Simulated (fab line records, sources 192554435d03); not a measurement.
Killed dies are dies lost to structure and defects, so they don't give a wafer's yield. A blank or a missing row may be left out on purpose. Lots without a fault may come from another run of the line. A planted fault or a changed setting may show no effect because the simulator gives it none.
Split-lot experiment | flow n5_finfet | 7 lots, 35 wafers read, on a route of 1938 steps

THE SPLIT
At N5_BEOL_M15_TRENCH_ETCH_34 (etches SiO2 in C4F8/O2/Ar, target depth 872.93 nm, time 199 s), the setting time_s was moved away from the recipe's 199 s on 16 of the 35 wafers read, by -42.5% to +50.5%. The other wafers ran this setting at the recipe's value.

FROM THE SPLIT TO THE READING: what the file shows between them, 4 steps
- N5_BEOL_M15_STRIP_36: strips in O2
- N5_BEOL_M15_ECD_47: material Cu, target thk 1860 nm
- N5_BEOL_M15_ANNEAL_48: time 90 s
- N5_BEOL_M15_CMP_49: polishes, stops on SiO2, t overpolish 4.9 s, target thk 850 nm

THE READING
M15_THK, in nm, at N5_BEOL_M15_THK_MEAS_50 (measures by xrf). Fault-free wafers of this fab line usually give 849 nm, standard deviation 15 nm.

wafer  | tool, chamber at the split | time_s as run, s | against the recipe | M15_THK, nm | against lot-mates on the recipe
L074.1 | rie_diel-04, 2             | 114.5            | -42.5%             | 478         | -379
L074.2 | rie_diel-04, 3             | 199              | recipe             | 847         | -
L074.4 | rie_diel-04, 0             | 199              | recipe             | 855         | -
L074.5 | rie_diel-04, 1             | 114.5            | -42.5%             | 492         | -365
L074.6 | rie_diel-04, 0             | 199              | recipe             | 868         | -
L084.1 | rie_diel-05, 2             | 267.9            | +34.6%             | 1135        | +285
L084.2 | rie_diel-05, 3             | 199              | recipe             | 851         | -
L084.3 | rie_diel-05, 1             | 267.9            | +34.6%             | 1146        | +296
L084.4 | rie_diel-05, 0             | 199              | recipe             | 839         | -
L084.5 | rie_diel-05, 3             | 199              | recipe             | 860         | -
L084.6 | rie_diel-05, 2             | 267.9            | +34.6%             | 1109        | +259
L083.1 | rie_diel-05, 3             | 199              | recipe             | 876         | -
L083.2 | rie_diel-05, 0             | 299.5            | +50.5%             | 1302        | +443
L083.3 | rie_diel-05, 2             | 299.5            | +50.5%             | 1277        | +418
L083.4 | rie_diel-05, 1             | 199              | recipe             | 857         | -
L083.5 | rie_diel-05, 1             | 299.5            | +50.5%             | 1297        | +438
L083.6 | rie_diel-05, 2             | 199              | recipe             | 843         | -
L085.1 | rie_diel-05, 1             | 199              | recipe             | 833         | -
L085.2 | rie_diel-05, 3             | 199              | recipe             | 852         | -
L085.3 | rie_diel-05, 2             | 259.7            | +30.5%             | 1086        | +244
L085.4 | rie_diel-05, 0             | 259.7            | +30.5%             | 1095        | +253
L085.5 | rie_diel-05, 2             | 259.7            | +30.5%             | 1093        | +251
L085.6 | rie_diel-05, 1             | 199              | recipe             | 840         | -
L087.3 | rie_diel-04, 1             | 244.7            | +23.0%             | 1078        | +234
L087.4 | rie_diel-04, 3             | 199              | recipe             | 844         | -
L087.6 | rie_diel-04, 3             | 244.7            | +23.0%             | 1041        | +197
L090.2 | rie_diel-05, 2             | 199              | recipe             | 840         | -
L090.3 | rie_diel-05, 3             | 199              | recipe             | 863         | -
L090.5 | rie_diel-05, 2             | 199              | recipe             | 830         | -
L094.1 | rie_diel-03, 0             | 199              | recipe             | 808         | -
L094.2 | rie_diel-03, 1             | 135.9            | -31.7%             | 566         | -260
L094.3 | rie_diel-03, 2             | 135.9            | -31.7%             | 545         | -281
L094.4 | rie_diel-03, 3             | 199              | recipe             | 839         | -
L094.5 | rie_diel-03, 1             | 199              | recipe             | 832         | -
L094.6 | rie_diel-03, 2             | 135.9            | -31.7%             | 549         | -277

THE FIT
A straight line over all 35 wafers: M15_THK changes by +8.67 nm for each +1% of time_s; r = +1.00; the points scatter about the line by 17 nm.
The same after taking each lot's own level away (the mean of its wafers on the recipe; 35 wafers): +8.54 nm for each +1%; r = +1.00; scatter 14 nm.
On that fit, the largest move of time_s shifts the reading by 4.3e+02 nm.
The lots' own levels span 826.3 to 858.7 nm, that is 2.2 times the standard deviation above.
So the lot-to-lot level changes the slope little: the two slopes agree.
Check: with one of the wafers moved furthest among these (+50.5%) left out of the fit, the line predicts +427 nm for it against its lot-mates. It came out at +443 nm against them.

OTHER SPLITS ON THESE WAFERS
These wafers also went through other splits before the reading. Each is held against what the fit with the lots' levels taken away leaves over:
other split on the same wafers      | wafers away from the commonest value | r with M15_THK (lot level and that fit taken away)
N5_BEOL_M11_DESCUM_16 time_s        | 14                                   | -0.21
N5_BEOL_M12_ILD_DEP_00 target_thk_a | 9                                    | +0.13

THE WHOLE CHAIN: every reading that the file lists as answering this split, in the file's order
step                       | what it does                                                   | reading                                                                          | change (the file's fit)                                                                 | r (the file's)
N5_BEOL_M15_TRENCH_ETCH_34 | etches SiO2 in C4F8/O2/Ar, target depth 872.93 nm, time 199 s  | etch.depth_nm (the simulator's own value, which no gauge read)                   | +8.62 nm for each +1% of the setting                                                    | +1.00
N5_BEOL_M15_TRENCH_ETCH_34 | etches SiO2 in C4F8/O2/Ar, target depth 872.93 nm, time 199 s  | coat_of_BEOL_M15_COAT_22.thk_nm (the simulator's own value, which no gauge read) | -1.74 nm for each +1% of the setting                                                    | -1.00
N5_BEOL_M15_CMP_49         | polishes, stops on SiO2, t overpolish 4.9 s, target thk 850 nm | Cu_of_BEOL_M15_ECD_47.thk_nm (the simulator's own value, which no gauge read)    | +8.62 nm for each +1% of the setting                                                    | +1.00
N5_BEOL_M15_THK_MEAS_50    | measures by xrf                                                | M15_THK                                                                          | +8.52 for each +1% of the setting                                                       | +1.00
N5_BEOL_M15_RS_MEAS_54     | measures by four-point-probe                                   | M15_RS                                                                           | not straight: 0.0381 at the lowest setting, 0.0215 at the recipe, 0.0141 at the highest | not given

THE FILE'S OWN FIT
M15_THK changes by +8.52 nm for each +1% of time_s, r = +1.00.
